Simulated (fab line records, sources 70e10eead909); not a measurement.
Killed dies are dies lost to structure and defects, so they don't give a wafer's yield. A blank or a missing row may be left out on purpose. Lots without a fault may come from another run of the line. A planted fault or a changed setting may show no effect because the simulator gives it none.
Which tool did it? | flow nand_harc | 13 lots, 38 wafers sampled, at 5 steps of a route of 1159

WHAT THE GAUGES READ, wafer by wafer
NHARC_END_SORT_01. Usual: killed_at_array 24, standard deviation 7.4; killed_at_other 0.5, standard deviation 0.81; killed_at_periphery 3.4, standard deviation 2.3; killed_dies 28, standard deviation 8; killed_open 3.4, standard deviation 1.8; killed_short 2.0, standard deviation 1.4.
lot  | measured     | on        | killed_at_array | killed_at_other | killed_at_periphery | killed_dies | killed_open | killed_short | flag
L807 | day 19 18:47 | prober-01 | 19 10 20        | 2 4 2           | 3 5 0               | 24 19 22    | 5 8 5       | 0 2 2        |
L819 | day 22 13:55 | prober-02 | 17 15 20        | 1 0 2           | 5 9 3               | 23 24 25    | 2 5 5       | 1 1 4        |
L824 | day 23 10:17 | prober-01 | 30 22           | 2 0             | 5 5                 | 37 27       | 5 6         | 5 0          |

WHICH TOOL RAN EACH LOT (tool, then ch and the chambers of the sampled wafers, then the start)
lot  | NHARC_A_SGD_CUT_CMP_21        | NHARC_A_WL_FILL_ALD_02              | NHARC_A_WL_FILL_ETCHBACK_04       | NHARC_A_WL_FILL_ETCHBACK_17
L809 | cmp-04 ch 0,1, day 14 09:50   | ald_metal-02 ch 2,3, day 15 02:48   | rie_metal-01 ch 0,1, day 15 06:40 | rie_metal-03 ch 0,1, day 15 17:07
L807 | cmp-02 ch 0,2, day 14 09:52   | ald_metal-03 ch 1,2,3, day 15 05:31 | rie_metal-02 ch 0,1, day 15 10:58 | rie_metal-01 ch 0,1, day 15 21:41
L811 | cmp-02 ch 2,3, day 15 03:01   | ald_metal-02 ch 0,1,3, day 15 18:36 | rie_metal-03 ch 0,1, day 15 22:22 | rie_metal-01 ch 0,1, day 16 08:43
L812 | cmp-01 ch 0,1,2, day 15 03:01 | ald_metal-03 ch 0,3, day 15 18:35   | rie_metal-02 ch 0, day 15 22:20   | rie_metal-03 ch 0,1, day 16 08:44
L814 | cmp-04 ch 1,3, day 15 18:13   | ald_metal-03 ch 1,2, day 16 13:25   | rie_metal-01 ch 0,1, day 16 17:07 | rie_metal-02 ch 0,1, day 17 03:36
L816 | cmp-02 ch 0,1,3, day 16 04:10 | ald_metal-03 ch 0,1,3, day 16 23:28 | rie_metal-01 ch 0,1, day 17 09:17 | rie_metal-03 ch 0,1, day 17 20:02
L819 | cmp-04 ch 1,2,3, day 17 05:49 | ald_metal-03 ch 1,2, day 18 06:33   | rie_metal-01 ch 0,1, day 18 12:10 | rie_metal-02 ch 0,1, day 18 20:07
L818 | cmp-02 ch 1,2,3, day 17 05:49 | ald_metal-01 ch 1,2, day 18 02:57   | rie_metal-01 ch 1, day 18 09:19   | rie_metal-03 ch 1, day 18 20:08
L821 | cmp-02 ch 0,2, day 17 22:31   | ald_metal-02 ch 0,1,3, day 18 19:10 | rie_metal-01 ch 0,1, day 18 22:56 | rie_metal-03 ch 0,1, day 19 14:57
L824 | cmp-02 ch 0,1, day 18 04:23   | ald_metal-03 ch 0,1, day 18 19:59   | rie_metal-01 ch 0,1, day 19 01:48 | rie_metal-03 ch 0,1, day 19 12:05
L828 | cmp-01 ch 1,2, day 18 22:15   | ald_metal-02 ch 0,1,3, day 19 13:59 | rie_metal-01 ch 0,1, day 19 17:53 | rie_metal-03 ch 0,1, day 20 06:44
L829 | cmp-04 ch 0,1,2, day 18 22:18 | ald_metal-03 ch 0,1,2, day 19 14:13 | rie_metal-02 ch 0,1, day 19 20:37 | rie_metal-02 ch 0,1, day 20 04:21
L830 | cmp-04 ch 1,2,3, day 20 04:20 | ald_metal-01 ch 0,2,3, day 20 23:23 | rie_metal-02 ch 0,1, day 21 03:07 | rie_metal-02 ch 0, day 21 15:00
- NHARC_A_SGD_CUT_CMP_21: polishes, target thk 148.19 nm.
- NHARC_A_WL_FILL_ALD_02: deposits TiN, target thk 2 nm, pulse time 3 s, ald cycles 100.
- NHARC_A_WL_FILL_ETCHBACK_04: etches the open film in NF3, target depth 60 nm, time 120 s.
- NHARC_A_WL_FILL_ETCHBACK_17: etches the open film in Cl2/BCl3, target depth 4 nm, time 26.7 s.

WHAT THE TOOLS THEMSELVES READ (means of the sampled wafers that have a number; where no wafer has one, the mark that the record gives instead)
NHARC_A_SGD_CUT_CMP_21. Usual: motor_current_A 12.7 A, standard deviation 1.3; time_to_endpoint_s 50.5 s, standard deviation 2.4.
lot  | tool   | motor_current_A (A) | time_to_endpoint_s (s) | flag
L809 | cmp-04 | 15.0                | 51.6                   |
L807 | cmp-02 | 11.5                | 50.4                   |
L811 | cmp-02 | 12.1                | 52.7                   |
L812 | cmp-01 | 12.5                | 48.4                   |
L814 | cmp-04 | 13.5                | 49.0                   |
L816 | cmp-02 | 12.7                | 49.5                   |
L819 | cmp-04 | 12.6                | 51.5                   |
L818 | cmp-02 | 12.5                | 49.5                   |
L821 | cmp-02 | 11.7                | 54.2                   |
L824 | cmp-02 | 11.9                | 53.5                   |
L828 | cmp-01 | 12.3                | 48.3                   |
L829 | cmp-04 | 13.6                | 51.5                   |
L830 | cmp-04 | 13.0                | 53.5                   |

NHARC_A_WL_FILL_ALD_02. Usual: heater_power_w 1083 W, standard deviation 130; precursor_pulse_height_rel 0.999, standard deviation 0.019.
lot  | tool         | heater_power_w (W) | precursor_pulse_height_rel | flag
L809 | ald_metal-02 | 1082               | 1.014                      |
L807 | ald_metal-03 | 1082               | 1.010                      |
L811 | ald_metal-02 | 1097               | 0.990                      |
L812 | ald_metal-03 | 933                | 0.984                      |
L814 | ald_metal-03 | 1155               | 1.008                      |
L816 | ald_metal-03 | 1014               | 1.001                      |
L819 | ald_metal-03 | 1161               | 0.991                      |
L818 | ald_metal-01 | 1019               | 0.978                      |
L821 | ald_metal-02 | 1085               | 1.006                      |
L824 | ald_metal-03 | 1109               | 1.007                      |
L828 | ald_metal-02 | 1077               | 0.982                      |
L829 | ald_metal-03 | 1153               | 0.997                      |
L830 | ald_metal-01 | 1025               | 1.012                      |

NHARC_A_WL_FILL_ETCHBACK_04. Usual: drypump_motor_current_A 5.90 A, standard deviation 0.18; oes_product_au 0.999 a.u., standard deviation 0.0078; run_length_s 141.3 s, standard deviation 0.45.
lot  | tool         | drypump_motor_current_A (A) | oes_product_au (a.u.) | run_length_s (s) | flag
L809 | rie_metal-01 | 5.95                        | 1.002                 | 141.1            |
L807 | rie_metal-02 | 5.85                        | 0.998                 | 141.3            |
L811 | rie_metal-03 | 6.15                        | 0.997                 | 141.8            |
L812 | rie_metal-02 | 5.94                        | 1.010                 | 141.5            |
L814 | rie_metal-01 | 5.86                        | 0.998                 | 140.7            |
L816 | rie_metal-01 | 5.83                        | 1.002                 | 140.5            |
L819 | rie_metal-01 | 5.83                        | 0.991                 | 141.0            |
L818 | rie_metal-01 | 6.05                        | 0.996                 | 141.5            |
L821 | rie_metal-01 | 5.95                        | 0.988                 | 138.5            | OFF
L824 | rie_metal-01 | 5.92                        | 0.999                 | 137.4            | OFF
L828 | rie_metal-01 | 5.95                        | 0.997                 | 138.8            | OFF
L829 | rie_metal-02 | 5.84                        | 0.998                 | 141.5            |
L830 | rie_metal-02 | 5.73                        | 1.010                 | 141.4            |

NHARC_A_WL_FILL_ETCHBACK_17. Usual: drypump_motor_current_A 5.96 A, standard deviation 0.19; oes_product_au 0.999 a.u., standard deviation 0.0072; run_length_s 47.9 s, standard deviation 0.47.
lot  | tool         | drypump_motor_current_A (A) | oes_product_au (a.u.) | run_length_s (s) | flag
L809 | rie_metal-03 | 6.18                        | 0.995                 | 48.3             |
L807 | rie_metal-01 | 5.85                        | 1.002                 | 47.4             |
L811 | rie_metal-01 | 5.84                        | 0.996                 | 47.5             |
L812 | rie_metal-03 | 6.12                        | 0.999                 | 48.1             |
L814 | rie_metal-02 | 5.83                        | 1.003                 | 48.1             |
L816 | rie_metal-03 | 6.12                        | 0.993                 | 48.2             |
L819 | rie_metal-02 | 5.83                        | 1.004                 | 47.9             |
L818 | rie_metal-03 | 6.10                        | 0.998                 | 47.6             |
L821 | rie_metal-03 | 6.11                        | 0.996                 | 47.9             |
L824 | rie_metal-03 | 6.13                        | 0.998                 | 48.0             |
L828 | rie_metal-03 | 6.12                        | 1.002                 | 48.0             |
L829 | rie_metal-02 | 5.74                        | 1.008                 | 48.1             |
L830 | rie_metal-02 | 5.94                        | 1.001                 | 48.1             |

THE ANSWER, worked out from the rows above alone
Rule: a lot is off if the mean of its wafers that have a number lies more than 3 standard deviations from the usual mean. A lot without any number at a reading at which 4 lots or more have one is off too. The other lots that the step has rows for count as sound. The gauges are gone through in route order, then the tools' own readings, and for those a lot's mean is taken as printed above. The first step at which some lot is off is used, and at that step the reading that is off furthest; a lot without a number counts as furthest.
Off: L821, L824, L828, at NHARC_A_WL_FILL_ETCHBACK_04 (run_length_s).
A tool fits if, at that step or a process step before it, it ran every lot that is off, and no sound lot after the first of them. One fits: rie_metal-01 at NHARC_A_WL_FILL_ETCHBACK_04. Its last sound lot is L819 (day 18 12:10), its first lot that is off L821 (day 18 22:56): a fault that began between those two fits.
The tool's own readings at NHARC_A_WL_FILL_ETCHBACK_04 bear it out: on the lots that are off they differ by more than 5 times the standard deviation of the sound lots' means. run_length_s reads 138.2 s there against 141.2 s on the sound lots.

WHAT THE SIMULATOR HAD PUT IN
Process parameter drift: rie_metal-01, from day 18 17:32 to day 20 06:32, at NHARC_A_WL_FILL_ETCHBACK_04. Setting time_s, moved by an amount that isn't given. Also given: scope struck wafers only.
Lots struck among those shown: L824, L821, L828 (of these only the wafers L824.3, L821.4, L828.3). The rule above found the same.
